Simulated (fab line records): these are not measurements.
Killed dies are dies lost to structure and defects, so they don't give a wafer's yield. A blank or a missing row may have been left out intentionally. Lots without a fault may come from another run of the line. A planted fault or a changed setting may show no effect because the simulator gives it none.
A lot that was struck, set against a sound lot    flow nand_harc    14 steps out of a route of 1159
Sound: these wafers, L113.2, L113.4, L113.5. Struck: wafer L118.2. (L118.5 of the same lot was not struck and is left out.) The cause comes at the end.
At each step with rows: each side's tool, then ch and its chambers, then its first start. Under that, the readings that differ: sound wafers    struck wafers    difference of the means    sigmas: that difference in standard deviations of wafers without a fault.
alike: words and numbers the same on both sides, and readings whose means are apart by under 2 such deviations; not compared: readings that were withheld, readings missing a value for some wafer, numbers with overlapping values and no deviation given by the record, and bounds like >300 which may hide the same value.
Wherever a step has rows on one side only, a row that says differs or no value, or a row with sigmas, the two part there. Numbers that have no deviation but don't overlap get no sigmas and don't part them. Lack of a reading on every wafer of one side parts them only where that side has two or more wafers.

first, 7 steps without rows for these wafers: NHARC_A_CONTACT_COAT_35 (time 65 s); NHARC_A_CONTACT_COAT_36 (resist thk 90 nm); NHARC_A_CONTACT_SOFTBAKE_37 (time 55 s); NHARC_A_CONTACT_EBR_38; NHARC_A_CONTACT_EXPOSE_39 (exposes mask A CC 3); NHARC_A_CONTACT_PEB_40 (peb time 65 s); NHARC_A_CONTACT_DEVELOP_41 (develop time 35 s).
NHARC_A_CONTACT_CD_MEAS_42 targets a cd of 200 nm.
  sound on cd_sem-01 ch 0, day 17 08:41; struck on cd_sem-02 ch 0, day 18 20:04
  alike: cd_nm
NHARC_A_CONTACT_OVL_MEAS_43:
  sound on overlay-01, day 17 08:46; struck on overlay-02, day 18 20:10
reading            sound           struck  difference  sigmas
overlay_y_nm (nm)  -2.6 -1.8 -1.4  1.4     +3.3        +4
  alike: overlay_x_nm
NHARC_A_CONTACT_INSPECT_44:
  sound on defect_inspect-01, day 17 08:49; struck on defect_inspect-01, day 18 20:12
  alike: raw_defect_count
NHARC_A_CONTACT_DESCUM_47: chemistry O2, time 3 s.
  sound on rie_diel-13 ch 0,2, day 17 08:53; struck on rie_diel-13 ch 0, day 18 20:16
  alike: drypump_motor_current_A, o2_flow_sccm, oes_product_au, rf_vpp_V, showerhead_plenum_p_Torr, throttle_valve_pct
  not compared: rf_hours_counter_h
NHARC_A_CONTACT_ETCH_48: etches the open film in CF4, target depth 39 nm, time 65 s.
  sound on rie_diel-13 ch 0,2,3, day 17 08:59; struck on rie_diel-13 ch 1, day 18 20:32
  alike: bias_w, drypump_motor_current_A, oes_product_au, rf_vpp_V, run_length_s, showerhead_plenum_p_Torr, throttle_valve_pct
  not compared: rf_hours_counter_h
NHARC_A_CONTACT_ETCH_49: etches the open film in N2/H2, target depth 260 nm, time 475.3 s.
  sound on rie_diel-13 ch 0,2,3, day 17 09:08; struck on rie_diel-13 ch 2, day 18 20:43
reading           sound              struck  difference  sigmas
run_length_s (s)  497.3 496.8 496.6  434.4   -62.5       -99 or more
  alike: drypump_motor_current_A, oes_product_au, rf_vpp_V, showerhead_plenum_p_Torr, throttle_valve_pct
  not compared: bias_w, rf_hours_counter_h
NHARC_A_CONTACT_ETCH_50: etches the open film in CF4/CHF3, target depth 84.7 nm, time 42.4 s.
  sound: rie_diel-13 ch 0,1,3; struck: rie_diel-13 ch 2
  alike: bias_w, drypump_motor_current_A, oes_product_au, rf_vpp_V, run_length_s, showerhead_plenum_p_Torr, throttle_valve_pct
  not compared: rf_hours_counter_h

== WHERE THEY PART ==
Last at NHARC_A_CONTACT_ETCH_49 as far as this record goes, first at NHARC_A_CONTACT_OVL_MEAS_43. Later steps at which nothing parts them and some readings are alike: NHARC_A_CONTACT_ETCH_50.

WHY: what had been put in by the simulator
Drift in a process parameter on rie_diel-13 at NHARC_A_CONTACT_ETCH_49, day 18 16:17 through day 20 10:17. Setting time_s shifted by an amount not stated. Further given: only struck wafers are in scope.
